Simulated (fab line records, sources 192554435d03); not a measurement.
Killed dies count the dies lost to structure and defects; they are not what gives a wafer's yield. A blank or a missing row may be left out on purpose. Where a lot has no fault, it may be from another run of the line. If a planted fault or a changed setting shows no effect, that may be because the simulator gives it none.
Matching of chambers ; flow n5-finfet ; N5_BEOL_M2_STRIP_66 on rie-diel-04: 4 sister chambers
The step strips in CF4. 4 wafers are shown with their chamber, then 7 later ones without.

## WAFERS WITH THEIR CHAMBER
wafer;chamber;drypump-motor-current-A (A)
L086.4;2;5.4
L088.2;3;5.2
L092.1;0;5.9
L092.2;1;6.5

## WAFERS WITH NO CHAMBER GIVEN
wafer;drypump-motor-current-A (A)
L092.4;6.5
L093.1;5.2
L093.3;6.6
L093.4;5.4
L097.3;6.6
L097.4;5.9
L097.6;5.2

## WHICH CHAMBER EACH ONE RAN IN
wafer;from the rows above;in truth
L092.4;1;1
L093.1;3;3
L093.3;1;1
L093.4;2;2
L097.3;1;1
L097.4;0;0
L097.6;3;3
7 of 7 placed correctly. Left unplaced by these rows: 0. Placed wrongly: 0.
How it was worked out, from the rows above alone: a wafer's distance from a chamber is the root of the sum, over the readings, of the square of ((its reading less the chamber's mean) divided by the reading's scatter). The wafer belongs to the nearest chamber; if the next one is less than 2 further off, it can't be placed. Each chamber's mean is taken over the wafers shown for it. The scatter: root of mean squared gap, hidden wafer to nearest shown wafer, with one shown wafer a chamber.
